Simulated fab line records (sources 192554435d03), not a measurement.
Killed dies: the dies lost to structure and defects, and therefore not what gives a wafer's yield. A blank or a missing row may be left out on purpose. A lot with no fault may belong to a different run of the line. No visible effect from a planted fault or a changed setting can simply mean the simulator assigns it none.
The same fault as seen by 2 desks | flow n5_finfet | what lay behind the numbers comes last; until then each desk has only its own

== FROM THE METROLOGY DESK ==
What the gauges read, lot by lot, whatever tool the lot ran on: means of the sampled wafers that have a number. A lot is out of limits, marked OUT, if its mean lies more than 4 standard deviations from the usual mean; the brackets give that distance. Only the readings that lie furthest out on some lot appear, 7 of the 11 it has.
Columns: A = thk_nm at N5_FIN_SAQP_THK_MEAS_05, usual 38.0 nm; B = DIBL_N at N5_BEOL_M4_RC_MEAS_101, usual 36.5 mV/V; C = IOFF_N at N5_BEOL_M4_RC_MEAS_101, usual 0.163 nA/um; D = IOFF_P at N5_BEOL_M4_RC_MEAS_101, usual 0.22 nA/um; E = ION_P at N5_BEOL_M4_RC_MEAS_101, usual 462 uA/um; F = VT_N at N5_BEOL_M4_RC_MEAS_101, usual 249.8 mV; G = VT_P at N5_BEOL_M4_RC_MEAS_101, usual -250 mV
lot  | first seen here | A    | B    | C     | D    | E   | F     | G
L702 | day 1 20:34     | 38.0 | 35.9 | 0.153 | 0.19 | 457 | 251.2 | -254
L706 | day 2 20:38     | 37.7 | 36.9 | 0.163 | 0.26 | 469 | 249.2 | -243
L707 | day 3 02:47     | 37.7 | 38.0 | 0.177 | 0.23 | 461 | 248.4 | -251
L711 | day 4 02:59     | 38.6 | 34.5 | 0.131 | 0.16 | 449 | 253.8 | -257
L713 | day 4 15:02     | 39.3 | 36.5 | 0.175 | 0.21 | 456 | 246.8 | -252
L719 | day 6 03:08     | 37.4 | 37.1 | 0.185 | 0.23 | 466 | 247.1 | -248
L721 | day 6 15:35     | 37.8 | 34.0 | 0.128 | 0.19 | 462 | 254.4 | -253
L724 | day 7 10:00     | 37.4 | 36.6 | 0.142 | 0.19 | 458 | 252.9 | -250
L725 | day 7 14:53     | 38.6 | 37.8 | 0.193 | 0.26 | 462 | 247.3 | -246
This desk found nothing out of limits on any of the 9 lots.

== FOR THE TOOL OWNER'S DESK: pecvd-03 ==
The tool's own readings at N5_FIN_SAQP_HM_DEP_03 (deposits SiNx from SiH4/NH3/N2, target thk 38 nm, time 33.6 s): means of the sampled wafers that have a number, for each lot that ran on this tool. A lot is out of limits, marked OUT, if its mean lies more than 4 standard deviations from the usual mean; the brackets give that distance.
Columns: A = heater_power_w at N5_FIN_SAQP_HM_DEP_03, usual 766 W; B = rf_fwd_power_W at N5_FIN_SAQP_HM_DEP_03, usual 297.7 W; C = showerhead_plenum_p_Torr at N5_FIN_SAQP_HM_DEP_03, usual 5.13 Torr; D = throttle_valve_pct at N5_FIN_SAQP_HM_DEP_03, usual 40.1 %
lot  | first seen here | A   | B     | C    | D
L706 | day 2 20:31     | 760 | 297.6 | 5.21 | 42.1
L707 | day 3 02:41     | 829 | 297.4 | 5.19 | 39.6
L711 | day 4 02:55     | 905 | 297.2 | 5.19 | 39.5
L713 | day 4 14:56     | 790 | 298.0 | 5.17 | 41.9
This desk found nothing out of limits on any of the 4 lots.

== ALL TOGETHER ==
Metrology desk: nothing out of limits seen.
Nothing out of limits was seen by the tool owner's desk.

== WHAT THE SIMULATOR PUT IN ==
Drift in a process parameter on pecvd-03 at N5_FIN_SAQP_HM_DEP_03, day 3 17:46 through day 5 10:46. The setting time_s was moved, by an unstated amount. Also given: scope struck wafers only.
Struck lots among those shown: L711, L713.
